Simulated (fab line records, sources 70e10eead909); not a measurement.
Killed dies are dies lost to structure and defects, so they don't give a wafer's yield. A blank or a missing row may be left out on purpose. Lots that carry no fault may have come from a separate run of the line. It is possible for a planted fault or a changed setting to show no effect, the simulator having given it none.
Which tool was responsible? -- flow nandHarc -- 13 lots, 39 wafers sampled, at 6 steps of a route of 1302

== WHAT THE GAUGES READ, wafer by wafer ==
NHARC_P_GATE_OVL_MEAS_27.
lot,measured,on,overlayXNm (nm),overlayYNm (nm)
L773,day 5 00:26,overlay-02,-1.0 -1.3 -1.1,-0.2 0.3 0.3
L774,day 5 16:52,overlay-01,-0.5 0.4 -0.3,0.5 0.7 0.5
L776,day 6 06:11,overlay-02,-0.5 -0.7 -0.5,0.9 0.5 0.8
L777,day 6 15:09,overlay-01,-0.3 -0.2 0.2,-1.4 -0.5 -2.0
L778,day 6 20:53,overlay-01,-0.6 -1.8 -1.0,1.6 1.2 1.0
L779,day 7 13:19,overlay-01,-0.9 -0.6 -0.8,0.4 -0.5 -0.2
L780,day 7 21:53,overlay-02,0.3 0.2 0.8,-0.4 0.2 -0.6
L781,day 8 14:09,overlay-01,-0.3 -0.4 -0.4,-0.6 -0.6 -0.6
L786,day 10 07:38,overlay-02,1.0 0.6 1.1,-0.2 -0.7 -0.2
L793,day 13 12:17,overlay-01,-0.2 -0.5 -0.8,0.0 0.6 0.0
L794,day 13 16:30,overlay-01,0.7 0.6 0.2,-1.1 -0.9 -0.8
L795,day 14 08:41,overlay-02,0.2 0.8 0.3,0.3 -0.1 0.2
L796,day 14 09:26,overlay-01,0.3 -0.1 -0.2,1.3 1.0 1.5

NHARC_P_GATE_CD_MEAS_59: the cd target is 720 nm.
lot,measured,on,cdNm (nm)
L773,day 5 14:19,cdSem-01,719.9 719.6 719.8
L774,day 6 06:18,cdSem-01,723.0 723.9 721.8
L776,day 6 19:45,cdSem-02,721.9 721.1 721.3
L777,day 7 04:55,cdSem-03,719.6 719.1 720.9
L778,day 7 10:52,cdSem-01,721.6 721.0 720.5
L779,day 8 02:51,cdSem-02,720.6 722.2 721.4
L780,day 8 11:36,cdSem-01,719.3 719.4 718.3
L781,day 9 03:52,cdSem-03,720.5 720.4 720.7
L786,day 10 21:20,cdSem-03,- - -
L793,day 14 02:06,cdSem-03,721.0 719.8 720.7
L794,day 14 06:09,cdSem-01,720.5 719.3 718.6
L795,day 14 22:15,cdSem-03,717.6 718.9 720.1
L796,day 14 23:08,cdSem-02,718.9 721.0 719.2

NHARC_END_SORT_01.
lot,measured,on,killedAtArray,killedAtOther,killedAtPeriphery,killedDies,killedOpen,killedShort
L777,day 25 18:08,prober-01,85 87 86,0 0 0,4 5 3,89 92 89,3 6 8,2 0 3
L780,day 27 07:16,prober-02,86 82 76,1 2 0,0 5 3,87 89 79,4 3 4,3 1 1
L781,day 28 01:11,prober-01,58 57 55,0 0 0,16 14 6,74 71 61,3 6 3,5 5 2
L786,day 29 10:23,prober-02,46 58 46,0 0 0,631 619 631,677 677 677,5 4 2,2 1 0

== WHICH TOOL RAN EACH LOT (tool, then ch and the chambers of the sampled wafers, then the start) ==
lot,NHARC_P_GATE_ALD_36,NHARC_P_GATE_EXPOSE_56,NHARC_P_GATE_STRIP_76
L773,"aldSin-03 ch 0,1,2, day 5 02:52","krfScanner-04 ch 0, day 5 14:10","plasmaAsher-02 ch 0,1, day 5 15:07"
L774,"aldSin-04 ch 0,2,3, day 5 18:13","krfScanner-02 ch 0, day 6 06:08","plasmaAsher-02 ch 0,1, day 6 07:05"
L776,"aldSin-03 ch 0,2, day 6 07:32","krfScanner-02 ch 0, day 6 19:35","plasmaAsher-02 ch 0,1, day 6 20:38"
L777,"aldSin-04 ch 0,2,3, day 6 17:34","krfScanner-02 ch 0, day 7 04:46","plasmaAsher-02 ch 0,1, day 7 05:43"
L778,"aldSin-01 ch 1,2, day 6 22:15","krfScanner-04 ch 0, day 7 10:43","plasmaAsher-02 ch 0, day 7 11:46"
L779,"aldSin-03 ch 0,3, day 7 15:44","krfScanner-04 ch 0, day 8 02:41","plasmaAsher-02 ch 0,1, day 8 03:38"
L780,"aldSin-04 ch 0,3, day 7 23:17","krfScanner-03 ch 0, day 8 11:27","plasmaAsher-01 ch 0,1, day 8 12:25"
L781,"aldSin-01 ch 0,2, day 8 15:30","krfScanner-02 ch 0, day 9 03:43","plasmaAsher-02 ch 0,1, day 9 04:40"
L786,"aldSin-04 ch 0,1,3, day 10 11:07","krfScanner-04 ch 0, day 10 21:10","plasmaAsher-02 ch 0,1, day 10 22:07"
L793,"aldSin-01 ch 0,1,3, day 13 15:51","krfScanner-04 ch 0, day 14 01:57","plasmaAsher-02 ch 0,1, day 14 02:54"
L794,"aldSin-03 ch 0,1,2, day 13 17:51","krfScanner-04 ch 0, day 14 06:00","plasmaAsher-02 ch 0,1, day 14 06:57"
L795,"aldSin-04 ch 1,2, day 14 11:07","krfScanner-04 ch 0, day 14 22:06","plasmaAsher-02 ch 0,1, day 14 23:39"
L796,"aldSin-01 ch 0,2, day 14 10:47","krfScanner-02 ch 0, day 14 22:59","plasmaAsher-01 ch 0,1, day 15 00:22"
- NHARC_P_GATE_ALD_36: deposits SiNx, target thk 20 nm, pulse time 60 s, ald cycles 223.
- NHARC_P_GATE_EXPOSE_56: exposes mask P PSD, target cd 720 nm.
- NHARC_P_GATE_STRIP_76: strips in O2.

== WHAT THE TOOLS THEMSELVES READ (means of the sampled wafers that have a number; where no wafer has one, the mark that the record gives instead) ==
NHARC_P_GATE_ALD_36.
lot,tool,heaterPowerW (W),precursorPulseHeightRel
L773,aldSin-03,764,1.024
L774,aldSin-04,852,1.005
L776,aldSin-03,732,1.013
L777,aldSin-04,845,0.997
L778,aldSin-01,888,0.990
L779,aldSin-03,685,1.004
L780,aldSin-04,851,1.000
L781,aldSin-01,873,0.997
L786,aldSin-04,892,1.000
L793,aldSin-01,823,1.001
L794,aldSin-03,773,1.019
L795,aldSin-04,839,0.987
L796,aldSin-01,848,0.982

NHARC_P_GATE_STRIP_76.
lot,tool,drypumpMotorCurrentA (A),heaterPowerW (W)
L773,plasmaAsher-02,5.1,346
L774,plasmaAsher-02,5.1,344
L776,plasmaAsher-02,5.5,355
L777,plasmaAsher-02,5.1,348
L778,plasmaAsher-02,4.8,344
L779,plasmaAsher-02,5.5,348
L780,plasmaAsher-01,5.9,313
L781,plasmaAsher-02,5.1,349
L786,plasmaAsher-02,5.4,358
L793,plasmaAsher-02,5.4,346
L794,plasmaAsher-02,5.1,343
L795,plasmaAsher-02,5.4,349
L796,plasmaAsher-01,5.9,313

== THE ANSWER, worked out from the rows above alone ==
Rule: the lots themselves supply what counts as usual. Put in order of their means at a reading, lots are off if they are a third of the lots or fewer, leave a main group of 4 or more, and stand apart from it by a gap of 3 or more times the standard deviation of the main group's means; of several such gaps the widest counts. If all means in a main group match to the digits the tables above print for the reading, that group is not used. A lot without any number at a reading at which 4 lots or more have one is off too. The other lots that the step has rows for count as sound. The gauges are gone through in route order, then the tools' own readings, and for those a lot's mean is taken as printed above. At the first step where some lot is off, the reading lying furthest off is the one used; lots without a number count as furthest.
Off, at NHARC_P_GATE_CD_MEAS_59 on cdNm: L786. Without a number there: L786. Mean 720.4 nm and standard deviation 1.1 in the main group.
If a tool, at a process step before that reading, ran all the lots that are off and no sound lot after the first of them, it fits. The gauges at NHARC_P_GATE_CD_MEAS_59 are tried like those tools. None of those tried fits.

== WHAT HAD BEEN PUT IN BY THE SIMULATOR ==
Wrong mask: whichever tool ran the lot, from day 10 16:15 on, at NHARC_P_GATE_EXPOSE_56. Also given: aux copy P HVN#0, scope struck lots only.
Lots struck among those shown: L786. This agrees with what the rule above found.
